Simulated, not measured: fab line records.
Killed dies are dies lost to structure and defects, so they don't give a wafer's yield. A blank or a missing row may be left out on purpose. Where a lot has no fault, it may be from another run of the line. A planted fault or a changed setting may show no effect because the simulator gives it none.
Split-lot experiment :: flow n5 finfet :: 7 lots, 21 wafers read, on a route of 1938 steps

THE SPLIT ITSELF
At N5_BEOL_M2_COAT_67 (time 60 s, resist thk 60 nm), the setting spin rpm was moved away from the recipe's 1500 rpm on 7 of the 21 wafers read, by -6.3% to +9.5%. This setting was run at the recipe's value on the other wafers.

FROM THE SPLIT TO THE READING: what the file shows between them, 7 steps
- N5_BEOL_M2_COAT_68: time 60 s, resist thk 12 nm
- N5_BEOL_M2_COAT_76: time 60 s, resist thk 5 nm
- N5_BEOL_M2_ALD_98: deposits SiO2, target thk 2.5 nm, pulse time 1 s, co reactant pulse time 1 s
- N5_BEOL_M2_ETCHBACK_99: etches SiO2 in CHF3, target depth 5 nm, time 10.4 s
- N5_BEOL_M2_ETCH_70: etches SOC in N2/H2, target depth 80 nm, overetch 24 nm, time 130 s
- N5_BEOL_M2_STRIP_71: strips in N2/H2
- N5_BEOL_M2_STRIP_78: strips in N2/H2

THE READING
SOC_of_BEOL_M2_COAT_67.thk nm (the simulator's own value, which no gauge read), in nm, at N5_BEOL_M2_VIA_ETCH_34 (etches the open film in C4F6/O2, target depth 69.4 nm, time 65.9 s). The file gives no usual value for it. Here, 14 wafers ran the recipe; their average is 52.0 nm with a standard deviation of 0.26 nm.

wafer: L079.2
tool, chamber at the split: litho track-01, 0
spin rpm as run, rpm: 1500
against the recipe: recipe
SOC_of_BEOL_M2_COAT_67.thk nm, nm: 51.6
against lot-mates on the recipe: -

wafer: L079.4
tool, chamber at the split: litho track-01, 0
spin rpm as run, rpm: 1500
against the recipe: recipe
SOC_of_BEOL_M2_COAT_67.thk nm, nm: 51.6
against lot-mates on the recipe: -

wafer: L079.5
tool, chamber at the split: litho track-01, 0
spin rpm as run, rpm: 1500
against the recipe: recipe
SOC_of_BEOL_M2_COAT_67.thk nm, nm: 51.8
against lot-mates on the recipe: -

wafer: L081.3
tool, chamber at the split: litho track-05, 0
spin rpm as run, rpm: 1500
against the recipe: recipe
SOC_of_BEOL_M2_COAT_67.thk nm, nm: 52.4
against lot-mates on the recipe: -

wafer: L081.4
tool, chamber at the split: litho track-05, 0
spin rpm as run, rpm: 1604
against the recipe: +6.9%
SOC_of_BEOL_M2_COAT_67.thk nm, nm: 50.2
against lot-mates on the recipe: -2.2

wafer: L081.5
tool, chamber at the split: litho track-05, 0
spin rpm as run, rpm: 1604
against the recipe: +6.9%
SOC_of_BEOL_M2_COAT_67.thk nm, nm: 50.2
against lot-mates on the recipe: -2.2

wafer: L082.1
tool, chamber at the split: litho track-01, 0
spin rpm as run, rpm: 1500
against the recipe: recipe
SOC_of_BEOL_M2_COAT_67.thk nm, nm: 51.8
against lot-mates on the recipe: -

wafer: L082.5
tool, chamber at the split: litho track-01, 0
spin rpm as run, rpm: 1500
against the recipe: recipe
SOC_of_BEOL_M2_COAT_67.thk nm, nm: 51.8
against lot-mates on the recipe: -

wafer: L082.4
tool, chamber at the split: litho track-01, 0
spin rpm as run, rpm: 1500
against the recipe: recipe
SOC_of_BEOL_M2_COAT_67.thk nm, nm: 51.6
against lot-mates on the recipe: -

wafer: L083.1
tool, chamber at the split: litho track-01, 0
spin rpm as run, rpm: 1451
against the recipe: -3.3%
SOC_of_BEOL_M2_COAT_67.thk nm, nm: 52.8
against lot-mates on the recipe: +0.6

wafer: L083.3
tool, chamber at the split: litho track-01, 0
spin rpm as run, rpm: 1500
against the recipe: recipe
SOC_of_BEOL_M2_COAT_67.thk nm, nm: 52.2
against lot-mates on the recipe: -

wafer: L083.5
tool, chamber at the split: litho track-01, 0
spin rpm as run, rpm: 1451
against the recipe: -3.3%
SOC_of_BEOL_M2_COAT_67.thk nm, nm: 52.2
against lot-mates on the recipe: +0.0

wafer: L088.2
tool, chamber at the split: litho track-05, 0
spin rpm as run, rpm: 1500
against the recipe: recipe
SOC_of_BEOL_M2_COAT_67.thk nm, nm: 52.2
against lot-mates on the recipe: -

wafer: L088.3
tool, chamber at the split: litho track-05, 0
spin rpm as run, rpm: 1405
against the recipe: -6.3%
SOC_of_BEOL_M2_COAT_67.thk nm, nm: 53.8
against lot-mates on the recipe: +1.5

wafer: L088.6
tool, chamber at the split: litho track-05, 0
spin rpm as run, rpm: 1500
against the recipe: recipe
SOC_of_BEOL_M2_COAT_67.thk nm, nm: 52.4
against lot-mates on the recipe: -

wafer: L089.4
tool, chamber at the split: litho track-04, 0
spin rpm as run, rpm: 1500
against the recipe: recipe
SOC_of_BEOL_M2_COAT_67.thk nm, nm: 52
against lot-mates on the recipe: -

wafer: L089.5
tool, chamber at the split: litho track-04, 0
spin rpm as run, rpm: 1500
against the recipe: recipe
SOC_of_BEOL_M2_COAT_67.thk nm, nm: 52
against lot-mates on the recipe: -

wafer: L089.6
tool, chamber at the split: litho track-04, 0
spin rpm as run, rpm: 1643
against the recipe: +9.5%
SOC_of_BEOL_M2_COAT_67.thk nm, nm: 49.4
against lot-mates on the recipe: -2.6

wafer: L091.3
tool, chamber at the split: litho track-05, 0
spin rpm as run, rpm: 1500
against the recipe: recipe
SOC_of_BEOL_M2_COAT_67.thk nm, nm: 52
against lot-mates on the recipe: -

wafer: L091.4
tool, chamber at the split: litho track-05, 0
spin rpm as run, rpm: 1500
against the recipe: recipe
SOC_of_BEOL_M2_COAT_67.thk nm, nm: 52
against lot-mates on the recipe: -

wafer: L091.6
tool, chamber at the split: litho track-05, 0
spin rpm as run, rpm: 1637
against the recipe: +9.1%
SOC_of_BEOL_M2_COAT_67.thk nm, nm: 49.6
against lot-mates on the recipe: -2.4

FIT RESULTS
A straight line over all 21 wafers: SOC_of_BEOL_M2_COAT_67.thk nm changes by -0.256 nm for each +1% of spin rpm; r = -0.97; the points scatter about the line by 0.27 nm.
The same after taking each lot's own level away (the mean of its wafers on the recipe; 21 wafers): -0.261 nm for each +1%; r = -0.98; scatter 0.23 nm.
That fit puts the effect of the largest move of spin rpm on the reading at 2.5 nm.
From 51.67 to 52.40 nm: that is the span of the lots' own levels, equal to 2.8 times the standard deviation above.
The two slopes are in agreement: the lot-to-lot level therefore moves the slope only a little.
Check: for one of the wafers moved furthest among these (+9.5%), held out of the fit, the line's prediction against its lot-mates is -2.59 nm. Against them it came out at -2.6 nm.

ADDITIONAL SPLITS CARRIED BY THESE WAFERS
Note: prior to the reading, these wafers also went through further splits. Each is held against what the fit with the lots' levels taken away leaves over:
other split on the same wafers: N5_BEOL_M0_SAQP_SPACER1_ALD_98 ald cycles
wafers away from the commonest value: 6
r with SOC_of_BEOL_M2_COAT_67.thk nm (lot level and that fit taken away): -0.58

other split on the same wafers: N5_BEOL_M1_ETCH_64 source w
wafers away from the commonest value: 9
r with SOC_of_BEOL_M2_COAT_67.thk nm (lot level and that fit taken away): -0.01

other split on the same wafers: N5_BEOL_M1_COAT_68 spin rpm
wafers away from the commonest value: 7
r with SOC_of_BEOL_M2_COAT_67.thk nm (lot level and that fit taken away): +0.34

other split on the same wafers: N5_BEOL_M1_EXPOSE_25 dose mj
wafers away from the commonest value: 6
r with SOC_of_BEOL_M2_COAT_67.thk nm (lot level and that fit taken away): +0.07

other split on the same wafers: N5_BEOL_M1_ALD_98 temp c
wafers away from the commonest value: 4
r with SOC_of_BEOL_M2_COAT_67.thk nm (lot level and that fit taken away): -0.12

other split on the same wafers: N5_BEOL_M2_DESCUM_16 time s
wafers away from the commonest value: 6
r with SOC_of_BEOL_M2_COAT_67.thk nm (lot level and that fit taken away): -0.41

THE WHOLE CHAIN: every reading that the file lists as answering this split, in the file's order
step: N5_BEOL_M2_COAT_67
what it does: time 60 s, resist thk 60 nm
reading: SOC_of_BEOL_M2_COAT_67.thk nm (the simulator's own value, which no gauge read)
change (the file's fit): -0.285 nm for each +1% of the setting
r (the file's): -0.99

step: N5_BEOL_M2_ETCH_70
what it does: etches SOC in N2/H2, target depth 80 nm, overetch 24 nm, time 130 s
reading: etch.depth nm (the simulator's own value, which no gauge read)
change (the file's fit): -0.28 nm for each +1% of the setting
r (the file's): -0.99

step: N5_BEOL_M2_VIA_ETCH_34
what it does: etches the open film in C4F6/O2, target depth 69.4 nm, time 65.9 s
reading: SOC_of_BEOL_M2_COAT_67.thk nm (the simulator's own value, which no gauge read)
change (the file's fit): -0.265 nm for each +1% of the setting
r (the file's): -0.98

FILE'S OWN FIT
SOC_of_BEOL_M2_COAT_67.thk nm changes by -0.265 nm for each +1% of spin rpm, r = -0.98.
